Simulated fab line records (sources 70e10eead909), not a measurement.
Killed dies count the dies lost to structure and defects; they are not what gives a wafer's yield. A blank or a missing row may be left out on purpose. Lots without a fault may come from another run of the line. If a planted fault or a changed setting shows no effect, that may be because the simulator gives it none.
The tool behind it: which one?	flow nandHarc	Sampling: 12 lots, 36 wafers, 5 of 1159 route steps

== WHAT THE GAUGES SHOWED, per wafer ==
NHARC_END_SORT_01. Usual: killedAtArray 29, standard deviation 11; killedAtOther 0.6, standard deviation 0.75; killedAtPeriphery 3.1, standard deviation 2.1; killedDies 32, standard deviation 11; killedOpen 3.0, standard deviation 1.8; killedShort 1.8, standard deviation 1.3.
lot	measured	on	killedAtArray	killedAtOther	killedAtPeriphery	killedDies	killedOpen	killedShort	flag
L805	day 19 19:05	prober-02	23 27 24	0 1 0	2 2 1	25 30 25	4 5 2	2 2 3	
L815	day 21 18:31	prober-01	463 484 452	0 0 1	0 1 0	463 485 453	1 3 0	1 0 0	OFF
L816	day 22 12:25	prober-02	446 444 456	0 0 0	1 0 1	447 444 457	2 0 1	2 0 0	OFF

== WHAT TOOL EACH LOT RAN ON (gives the tool, then ch and the chambers of the sampled wafers, and finally the start) ==
lot	NHARC_A_STAIRCASE_CMP_450	NHARC_THIN_TSV_STRIP_62	NHARC_THIN_TSV_PRE_CLEAN_50	NHARC_THIN_TSV_DESCUM_35
L807	cmp-02 ch 2,3, day 14 01:36	plasmaAsher-01 ch 0,1, day 19 03:37	pvdSputter-01, day 19 07:10 or earlier	rieDiel-13 ch 0,2, day 19 07:10
L805	cmp-04 ch 0,1, day 14 01:53	plasmaAsher-02 ch 0,1, day 19 00:52	pvdSputter-02, day 19 04:21 or earlier	rieDiel-13 ch 0,2,3, day 19 04:21
L804	cmp-04 ch 2,3, day 14 06:23	plasmaAsher-01 ch 0,1, day 19 04:39	pvdSputter-01, day 19 08:10 or earlier	rieDiel-02 ch 1,2,3, day 19 08:10
L808	cmp-04 ch 2,3, day 14 07:01	plasmaAsher-02 ch 1, day 19 01:49	pvdSputter-02, day 19 05:16 or earlier	rieDiel-01 ch 0,1,2, day 19 05:16
L809	cmp-02 ch 0,1,3, day 14 10:50	plasmaAsher-02 ch 0,1, day 19 05:41	pvdSputter-02, day 19 09:11 or earlier	rieDiel-01 ch 1,2, day 19 09:11
L815	cmp-04 ch 0,1,3, day 16 17:00	plasmaAsher-02 ch 1, day 21 06:04	pvdSputter-03, day 21 09:45 or earlier	rieDiel-13 ch 0,2, day 21 09:45
L819	cmp-02 ch 0,1,3, day 17 03:18	plasmaAsher-02 ch 0,1, day 22 03:22	pvdSputter-03, day 22 06:45 or earlier	rieDiel-01 ch 0,2,3, day 22 06:45
L820	cmp-01 ch 0,1,3, day 17 04:53	plasmaAsher-02 ch 0,1, day 22 05:23	pvdSputter-03, day 22 09:04 or earlier	rieDiel-01 ch 0,1,3, day 22 09:04
L816	cmp-04 ch 1,3, day 17 04:57	plasmaAsher-02 ch 0,1, day 21 21:26	pvdSputter-03, day 22 00:53 or earlier	rieDiel-01 ch 0,2, day 22 00:53
L821	cmp-02 ch 1,2,3, day 17 23:55	plasmaAsher-02 ch 0,1, day 23 02:40	pvdSputter-03, day 23 06:00 or earlier	rieDiel-13 ch 0,1,2, day 23 06:00
L826	cmp-01 ch 1,2,3, day 19 04:34	plasmaAsher-01 ch 0,1, day 23 21:14	pvdSputter-01, day 24 00:43 or earlier	rieDiel-01 ch 0,1,2, day 24 00:43
L827	cmp-01 ch 0,1,3, day 20 05:03	plasmaAsher-02 ch 0,1, day 25 01:14	pvdSputter-03, day 25 04:40 or earlier	rieDiel-01 ch 2,3, day 25 04:40
- NHARC_A_STAIRCASE_CMP_450: polishes SiO2, target thk 200 nm.
- NHARC_THIN_TSV_STRIP_62: strips in N2/H2, time 20 s.
- NHARC_THIN_TSV_PRE_CLEAN_50: time 30 s.
- NHARC_THIN_TSV_DESCUM_35: chemistry O2, time 3 s.

== WHAT THE TOOLS THEMSELVES READ (means of the sampled wafers that have a number; where no wafer has one, the mark that the record gives instead) ==
NHARC_A_STAIRCASE_CMP_450. Usual: motorCurrentA at 11.5 A, with a standard deviation of 1.3.
lot	tool	motorCurrentA (A)	flag
L807	cmp-02	12.0	
L805	cmp-04	10.7	
L804	cmp-04	11.1	
L808	cmp-04	11.3	
L809	cmp-02	10.8	
L815	cmp-04	10.9	
L819	cmp-02	10.0	
L820	cmp-01	11.2	
L816	cmp-04	10.8	
L821	cmp-02	11.6	
L826	cmp-01	11.8	
L827	cmp-01	11.3	

NHARC_THIN_TSV_STRIP_62. Usual: drypumpMotorCurrentA 5.72 A, standard deviation 0.12; heaterPowerW 339 W, standard deviation 20.
lot	tool	drypumpMotorCurrentA (A)	heaterPowerW (W)	flag
L807	plasmaAsher-01	5.75	322	
L805	plasmaAsher-02	5.73	340	
L804	plasmaAsher-01	5.59	318	
L808	plasmaAsher-02	5.74	361	
L809	plasmaAsher-02	5.73	333	
L815	plasmaAsher-02	5.76	358	
L819	plasmaAsher-02	5.75	351	
L820	plasmaAsher-02	5.72	349	
L816	plasmaAsher-02	5.74	336	
L821	plasmaAsher-02	5.73	347	
L826	plasmaAsher-01	5.74	313	
L827	plasmaAsher-02	5.73	349	

NHARC_THIN_TSV_PRE_CLEAN_50. Usual: heaterPowerW at 394 W, with a standard deviation of 33.
lot	tool	heaterPowerW (W)	flag
L807	pvdSputter-01	409	
L805	pvdSputter-02	410	
L804	pvdSputter-01	408	
L808	pvdSputter-02	396	
L809	pvdSputter-02	374	
L815	pvdSputter-03	384	
L819	pvdSputter-03	369	
L820	pvdSputter-03	372	
L816	pvdSputter-03	377	
L821	pvdSputter-03	360	
L826	pvdSputter-01	421	
L827	pvdSputter-03	377	

NHARC_THIN_TSV_DESCUM_35. Usual: drypumpMotorCurrentA 5.9 A, standard deviation 0.42; oesProductAu 1.002 a.u., standard deviation 0.011; rfVppV 57.8 V, standard deviation 0.79; showerheadPlenumPTorr 1.92 Torr, standard deviation 0.083; throttleValvePct 11.311 %, standard deviation 0.0091.
lot	tool	drypumpMotorCurrentA (A)	oesProductAu (a.u.)	rfVppV (V)	showerheadPlenumPTorr (Torr)	throttleValvePct (%)	flag
L807	rieDiel-13	5.7	1.000	57.7	1.98	11.315	
L805	rieDiel-13	5.9	1.001	57.8	1.95	11.307	
L804	rieDiel-02	6.0	0.990	58.1	1.95	11.316	
L808	rieDiel-01	5.8	1.006	57.8	1.85	11.305	
L809	rieDiel-01	5.6	1.003	57.1	1.83	11.303	
L815	rieDiel-13	5.6	1.013	57.9	1.98	11.302	
L819	rieDiel-01	5.6	1.016	58.1	1.89	11.316	
L820	rieDiel-01	6.0	1.004	58.2	1.94	11.320	
L816	rieDiel-01	5.6	1.010	57.9	1.83	11.311	
L821	rieDiel-13	5.6	1.006	57.8	1.94	11.307	
L826	rieDiel-01	5.8	1.013	56.8	1.85	11.304	
L827	rieDiel-01	5.6	1.016	58.3	1.95	11.306	

== THE ANSWER, worked out from the rows above alone ==
Rule: take the mean of a lot's wafers that have a number; if it is more than 3 standard deviations from the usual mean, the lot is off. A lot without any number at a reading at which 4 lots or more have one is off too. Any other lot the step has rows for is counted as sound. Order of review: gauges by route order, followed by the tools' own readings, for which a lot's mean as printed above is used. At the first step where some lot is off, the reading lying furthest off is the one used; lots without a number count as furthest.
Off at NHARC_END_SORT_01 (killedAtArray): L815, L816. Neither off nor sound, because the step has no rows for them: L807, L804, L808, L809, L819, L820, L821, L826, L827.
If a tool, at a process step before that reading, ran all the lots that are off and no sound lot after the first of them, it fits. The gauges at NHARC_END_SORT_01 are tried like those tools. NHARC_THIN_TSV_PRE_CLEAN_50 gives no start for some lots, so the hours and the order of its lots are those of NHARC_THIN_TSV_DESCUM_35. Can't be told from this: 3 tools fit, cmp-04 at NHARC_A_STAIRCASE_CMP_450, plasmaAsher-02 at NHARC_THIN_TSV_STRIP_62, pvdSputter-03 at NHARC_THIN_TSV_PRE_CLEAN_50.

== WHAT THE SIMULATOR PUT IN ==
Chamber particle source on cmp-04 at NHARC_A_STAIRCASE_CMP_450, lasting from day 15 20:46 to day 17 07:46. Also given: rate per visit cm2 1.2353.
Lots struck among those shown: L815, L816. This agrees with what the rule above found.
